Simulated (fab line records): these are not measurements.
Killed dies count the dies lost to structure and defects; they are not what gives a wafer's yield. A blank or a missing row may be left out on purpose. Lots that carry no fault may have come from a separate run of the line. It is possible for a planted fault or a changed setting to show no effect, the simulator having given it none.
fab line records	flow nand_harc
[record] lots = 14	wafers = 42	last_day = 25
route steps=1159 shown P_BONDPAD@385 A_ONON_D1@440 END@1159
lots that met no fault: taken from a fault-free run of the same line
start_h: start of the lot's first displayed wafer, in hours after the record's first day	wait_h: hours from the lot's prior step to this one	" same as the row above	L1.1+2: one row covering several wafers at once	- no value, or no start was given	* or withheld: withheld	< > ~ a bound
route shown NAME@n: NAME is a module with steps in the file, n the number in the route of the first one	usual: average and standard deviation across the fault-free wafers	same: alike in all rows	chamber/n: place in a boat	sites: readings site by site	_std_site: standard deviation of those values	_edge_site: the outer-site mean with the inner-site mean subtracted	radius_mm: how far each site lies from the wafer's centre	mask NAME#n: copy n	behind: the most recent tool/chamber to have shaped the wafer	hold: cause of the lot's hold/its duration in hours/its outcome	device: transistor that didn't switch, given as n, p or np	end of line: the tests these same wafers got at the end of their route	where a step has no rows: the recipe by itself	killed: the dies lost at the first sort to structure and to defects; this is not the yield of the wafer	map: a wafer's dies, marking killed ones x, the rest . and places with no die _
set.NAME: the run value of the setting; set.NAME@STEP: its run value at that earlier step	model.NAME: the simulator's own value behind a step, which no gauge read
steps of the route over a sample of lots; a table a step, a row a wafer
services: when a tool's chamber went out of use (start_h, in hours from the record's first day, below 0 if earlier), for how many hours, and the reason
[[steps]]
[step NHARC_P_BONDPAD_INSPECT_23]
[usual] raw_defect_count = 357/120
lot.wafer	tool	chamber	start_h	wait_h	raw_defect_count
L210.2	defect_inspect-01	-	131.26	0.0	321
L210.4	"	-	"	"	548
L210.5	"	-	"	"	212
L212.1	defect_inspect-01	-	141.78	0.1	718
L212.4	"	-	"	"	548
L212.6	"	-	"	"	1003
L213.1	defect_inspect-02	-	155.06	0.0	246
L213.3	"	-	"	"	389
L213.5	"	-	"	"	205
L214.4	defect_inspect-02	-	165.53	0.0	341
L214.5	"	-	"	"	226
L214.6	"	-	"	"	333
L215.3	defect_inspect-02	-	168.81	0.0	300
L215.4	"	-	"	"	231
L215.5	"	-	"	"	271
L218.1	defect_inspect-02	-	177.03	0.0	350
L218.2	"	-	"	"	449
L218.3	"	-	"	"	507
L221.1	defect_inspect-02	-	215.19	0.0	312
L221.3	"	-	"	"	272
L221.6	"	-	"	"	416
L224.1	defect_inspect-02	-	226.06	0.0	371
L224.2	"	-	"	"	361
L224.5	"	-	"	"	408
L227.1	defect_inspect-02	-	241.85	0.0	210
L227.3	"	-	"	"	193
L227.5	"	-	"	"	247
L228.3	defect_inspect-02	-	243.87	0.0	238
L228.5	"	-	"	"	517
L228.6	"	-	"	"	305
L229.2	defect_inspect-02	-	255.73	0.0	205
L229.3	"	-	"	"	326
L229.4	"	-	"	"	245
L230.2	defect_inspect-02	-	259.77	0.0	535
L230.4	"	-	"	"	415
L230.5	"	-	"	"	366
L231.1	defect_inspect-02	-	260.36	0.0	420
L231.3	"	-	"	"	490
L231.4	"	-	"	"	382
L232.3	defect_inspect-02	-	283.77	0.0	330
L232.4	"	-	"	"	330
L232.6	"	-	"	"	191
[step NHARC_A_ONON_D1_DEP_22]
[recipe] target_thk_a = 10000	n2_flow_sccm = 2750	n2o_flow_sccm = 2000	nh3_flow_sccm = 500	sih4_flow_sccm = 210	temp_c = 400
lot.wafer	tool	chamber	start_h	wait_h
L210.2+4+5	pecvd_onon-01	0	165.82	0.1
L212.1+4+6	pecvd_onon-02	0	180.91	0.1
L213.1+3+5	pecvd_onon-03	0	191.23	0.1
L214.4+5+6	pecvd_onon-03	0	202.99	0.5
L215.3+4+5	pecvd_onon-02	0	203.14	0.5
L218.1+2+3	pecvd_onon-02	0	211.38	0.1
L221.1+3+6	pecvd_onon-02	0	250.04	0.1
L224.1+2+5	pecvd_onon-02	0	259.83	0.1
L227.1+3+5	pecvd_onon-02	0	276.37	0.1
L228.3+5+6	pecvd_onon-03	0	276.53	0.2
L229.2+3+4	pecvd_onon-01	0	299.91	0.1
L231.1+3+4	pecvd_onon-03	0	300.00	0.1
L230.2+4+5	pecvd_onon-01	0	300.27	0.1
L232.3+4+6	pecvd_onon-01	0	321.52	0.2
[step NHARC_A_ONON_D1_THK_MEAS_24]
[recipe] thk_meas_gauge = ellipsometry
[usual] thk_nm = 1002/9
lot.wafer	tool	chamber	start_h	wait_h	thk_nm
L210.2	film_metro-01	-	166.27	-	995
L210.4	"	-	"	"	995
L210.5	"	-	"	"	993
L212.1	film_metro-01	-	181.41	-	1001
L212.4	"	-	"	"	1003
L212.6	"	-	"	"	1000
L213.1	film_metro-02	-	191.74	-	997
L213.3	"	-	"	"	999
L213.5	"	-	"	"	997
L214.4	film_metro-02	-	203.33	-	1001
L214.5	"	-	"	"	1001
L214.6	"	-	"	"	1001
L215.3	film_metro-01	-	203.54	-	987
L215.4	"	-	"	"	988
L215.5	"	-	"	"	987
L218.1	film_metro-02	-	211.89	-	990
L218.2	"	-	"	"	987
L218.3	"	-	"	"	988
L221.1	film_metro-02	-	250.55	-	990
L221.3	"	-	"	"	990
L221.6	"	-	"	"	990
L224.1	film_metro-01	-	260.34	-	686
L224.2	"	-	"	"	687
L224.5	"	-	"	"	686
L227.1	film_metro-02	-	276.87	-	676
L227.3	"	-	"	"	675
L227.5	"	-	"	"	675
L228.3	film_metro-02	-	276.92	-	997
L228.5	"	-	"	"	997
L228.6	"	-	"	"	998
L229.2	film_metro-02	-	300.37	-	1004
L229.3	"	-	"	"	1005
L229.4	"	-	"	"	1003
L231.1	film_metro-01	-	300.51	-	1012
L231.3	"	-	"	"	1013
L231.4	"	-	"	"	1015
L230.2	film_metro-02	-	300.72	-	1005
L230.4	"	-	"	"	1005
L230.5	"	-	"	"	1006
L232.3	film_metro-02	-	321.92	-	1015
L232.4	"	-	"	"	1016
L232.6	"	-	"	"	1013
[step NHARC_A_ONON_D1_DEP_33]
[recipe] target_thk_a = 2000	temp_c = 400	pressure_torr = 6.5	rf_w = 900	teos_flow_sccm = 161.4	flow_sccm = 2650	target_thk_nm = 200	gas = O2	material = SiO2
[usual] heater_power_w = 620/120	throttle_valve_pct = 15.9/0.58
lot.wafer	tool	chamber	start_h	wait_h	heater_power_w	throttle_valve_pct
L210.2	pecvd-03	2	167.56	0.1	511	15.9
L210.4	"	1	"	"	639	15.9
L210.5	"	2	"	"	521	15.8
L212.1	pecvd-01	2	182.65	0.1	577	15.1
L212.4	"	1	"	"	385	17.0
L212.6	"	2	"	"	575	15.6
L213.3	pecvd-01	2	192.98	0.1	607	15.6
L213.1	"	0	"	"	863	15.6
L213.5	"	2	"	"	616	15.2
L214.4	pecvd-03	2	205.00	0.2	526	16.2
L214.6	"	0	"	"	672	16.3
L214.5	"	1	"	"	662	15.8
L215.3	pecvd-01	0	205.05	0.1	863	15.5
L215.5	"	1	"	"	484	17.1
L215.4	"	2	"	"	600	15.4
L218.2	pecvd-01	1	213.25	0.2	471	17.0
L218.3	"	2	"	"	604	15.7
L218.1	"	0	"	"	873	15.6
L221.1	pecvd-04	1	251.80	0.1	711	16.5
L221.3	"	2	"	"	621	15.0
L221.6	"	0	"	"	632	15.6
L224.2	pecvd-01	1	261.53	0.1	481	16.6
L224.1	"	2	"	"	602	15.8
L224.5	"	2	"	"	607	15.8
L227.1	pecvd-01	1	278.07	0.1	430	16.4
L227.3	"	2	"	"	482	15.9
L227.5	"	1	"	"	439	16.4
L228.3	pecvd-03	2	278.48	0.4	484	16.6
L228.6	"	2	"	"	489	16.5
L228.5	"	0	"	"	694	16.7
L229.2	pecvd-01	1	301.56	0.1	526	16.4
L229.3	"	0	"	"	690	15.8
L229.4	"	2	"	"	612	15.5
L231.1	pecvd-04	2	301.73	0.1	538	15.4
L231.3	"	2	"	"	558	15.0
L231.4	"	0	"	"	595	15.7
L230.2	pecvd-01	2	301.91	0.1	483	15.8
L230.5	"	2	"	"	481	15.9
L230.4	"	0	"	"	763	15.5
L232.3	pecvd-04	2	323.16	0.1	653	15.3
L232.4	"	2	"	"	670	15.6
L232.6	"	0	"	"	644	15.8
[step NHARC_A_ONON_D1_INSPECT_32]
[usual] raw_defect_count = 70/26
lot.wafer	tool	chamber	start_h	wait_h	raw_defect_count
L210.2	defect_inspect-02	-	168.02	0.0	66
L210.4	"	-	"	"	61
L210.5	"	-	"	"	130
L212.1	defect_inspect-02	-	183.10	0.0	67
L212.4	"	-	"	"	69
L212.6	"	-	"	"	56
L213.1	defect_inspect-02	-	193.41	0.0	111
L213.3	"	-	"	"	82
L213.5	"	-	"	"	145
L214.4	defect_inspect-01	-	205.36	0.0	60
L214.5	"	-	"	"	46
L214.6	"	-	"	"	63
L215.3	defect_inspect-01	-	205.55	0.0	34
L215.4	"	-	"	"	50
L215.5	"	-	"	"	33
L218.1	defect_inspect-01	-	213.76	0.0	65
L218.2	"	-	"	"	57
L218.3	"	-	"	"	42
L221.1	defect_inspect-01	-	252.27	0.0	70
L221.3	"	-	"	"	181
L221.6	"	-	"	"	82
L224.1	defect_inspect-01	-	262.03	0.0	38
L224.2	"	-	"	"	45
L224.5	"	-	"	"	57
L227.1	defect_inspect-01	-	278.55	0.0	69
L227.3	"	-	"	"	64
L227.5	"	-	"	"	48
L228.3	defect_inspect-01	-	278.99	0.0	82
L228.5	"	-	"	"	78
L228.6	"	-	"	"	58
L229.2	defect_inspect-01	-	302.03	0.0	85
L229.3	"	-	"	"	47
L229.4	"	-	"	"	66
L231.1	defect_inspect-01	-	302.35	0.0	63
L231.3	"	-	"	"	54
L231.4	"	-	"	"	39
L230.2	defect_inspect-01	-	302.42	0.0	35
L230.4	"	-	"	"	36
L230.5	"	-	"	"	48
L232.3	defect_inspect-02	-	323.64	0.0	37
L232.4	"	-	"	"	55
L232.6	"	-	"	"	41
[step NHARC_END_SORT_01]
[recipe] temp_c = 25
[usual] killed_at_array = 27/10	killed_at_other = 0.6/0.83	killed_at_periphery = 2.4/1.8	killed_dies = 30/10	killed_open = 3.3/1.7	killed_short = 1.8/1.4
[same] gross_dies = 677
lot.wafer	tool	chamber	start_h	wait_h	killed_at_array	killed_at_other	killed_at_periphery	killed_dies	killed_open	killed_short
L224.1	prober-02	0	522.14	2.5	673	0	4	677	3	2
L224.2	prober-02	0	522.94	2.8	674	0	3	677	3	2
L224.5	prober-02	0	525.36	3.7	674	0	3	677	1	2
L227.1	prober-02	0	543.94	2.5	676	0	1	677	4	1
L227.3	prober-02	0	545.55	3.1	676	0	1	677	4	4
L227.5	prober-02	0	547.15	3.7	675	0	2	677	4	2
// killed by level:class
L224.1 A_ONON_D1:area_dep=647 A_CHANNEL_HOLE_D1:chamber_film_flake=22 A_M0:geometric_particle:open=2 P_STI:geometric_particle:short=1 P_M0:geometric_particle:short=1 P_M1:geometric_particle:open=1 P_STI:chamber_film_flake=1 A_CONTACT:chamber_film_flake=1
L224.2 A_ONON_D1:area_dep=645 A_CHANNEL_HOLE_D1:chamber_film_flake=21 A_SLIT:chamber_film_flake=2 A_CONTACT:chamber_film_flake=2 P_GATE:geometric_particle:open=1 P_M0:geometric_particle:short=1 A_SOURCE_PLATE:geometric_particle:open=1 A_SGD_CUT:geometric_particle:short=1
L224.5 A_ONON_D1:area_dep=648 A_CHANNEL_HOLE_D1:chamber_film_flake=20 A_STAIRCASE:chamber_film_flake=2 A_CONTACT:chamber_film_flake=2 P_M1:geometric_particle:open=1 A_CHANNEL_FILL_D1:geometric_particle:short=1 A_SGD_CUT:geometric_particle:short=1 P_STI:chamber_film_flake=1
L227.1 A_ONON_D1:area_dep=643 A_CHANNEL_HOLE_D1:chamber_film_flake=19 A_CONTACT:chamber_film_flake=6 A_CONTACT:geometric_particle:open=3 A_STAIRCASE:chamber_film_flake=2 P_CONTACT:geometric_particle:open=1 A_STAIRCASE:geometric_particle:short=1 A_BLC:chamber_film_flake=1
L227.3 A_ONON_D1:area_dep=633 A_CHANNEL_HOLE_D1:chamber_film_flake=21 A_CONTACT:chamber_film_flake=7 A_STAIRCASE:chamber_film_flake=6 A_WL_FILL:geometric_particle:short=2 P_M0:geometric_particle:short=1 A_CHANNEL_FILL_D1:geometric_particle:short=1 A_WL_FILL:geometric_particle:open=1
L227.5 A_ONON_D1:area_dep=642 A_CHANNEL_HOLE_D1:chamber_film_flake=17 A_CONTACT:chamber_film_flake=10 A_WL_FILL:geometric_particle:open=2 A_STAIRCASE:chamber_film_flake=2 P_GATE:geometric_particle:short=1 P_GATE:geometric_particle:open=1 A_WL_FILL:geometric_particle:short=1
[[services]]
tool	chamber	start_h	hours	kind
pecvd_onon-03	-	153.25	13.0	pm
pecvd-04	2	175.16	15.6	repair
pecvd-03	0	186.05	7.7	repair
pecvd-04	-	195.00	13.0	pm
pecvd-04	0	195.00	13.0	vent_cycle
pecvd-04	1	195.00	13.0	vent_cycle
pecvd-04	2	195.00	13.0	vent_cycle
pecvd_onon-01	-	195.12	13.0	pm
pecvd-04	0	208.00	-	clean
pecvd-04	1	208.00	-	clean
pecvd-04	2	208.00	-	clean
pecvd-01	-	237.31	13.0	pm
pecvd-01	0	237.31	13.0	vent_cycle
pecvd-01	1	237.31	13.0	vent_cycle
pecvd-01	2	237.31	13.0	vent_cycle
pecvd-01	0	250.31	-	clean
pecvd-01	1	250.31	-	clean
pecvd-01	2	250.31	-	clean
pecvd-01	-	259.83	1.0	repair
pecvd-04	1	290.46	14.5	repair
pecvd_onon-02	-	292.27	13.0	pm
pecvd-03	-	292.30	13.0	pm
pecvd-03	0	292.30	13.0	vent_cycle
pecvd-03	1	292.30	13.0	vent_cycle
[[key]]
[first_sign] step = NHARC_A_ONON_D1_THK_MEAS_24	reading = thk_nm	direction = down	sigmas = 36	usual = 1002	struck = 681
[effect] step = NHARC_END_SORT_01	reading = killed_at_array	direction = up	sigmas = 63	usual = 27	struck = 675
[more_kills_born_at] NHARC_A_ONON_D1_DEP_22@pecvd_onon-02 = 3858
met_at NHARC_A_ONON_D1_DEP_22
struck_lots L224,L227
struck_wafers L224.1,L224.2,L224.5,L227.1,L227.3,L227.5
later_rows_left_out L224.1,L224.2,L224.5,L227.1,L227.3,L227.5
tester_left_out L224,L227
not_acting_at NHARC_P_BONDPAD_INSPECT_23,NHARC_A_ONON_D1_DEP_33,NHARC_A_ONON_D1_INSPECT_32
onset_between 250.04 259.83
[fault] kind = process_parameter_drift	tool = pecvd_onon-02	chamber = 0	onset_h = 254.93	steps = NHARC_A_ONON_D1_DEP_22	channel = target_thk_a	offset = *	shape = step	end_h = 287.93	acts_in = *	stated = *
// tester_left_out: of these lots the tester's yield and bins aren't shown, on N5 and GAA mostly nor the transistor test; their killed dies are dies lost to structure and defects alone, not to doping, threshold or leakage, so they don't give the yield
// later_rows_left_out: the simulator's readings of these wafers behind a module that went badly wrong aren't trusted and aren't shown, but for the sort
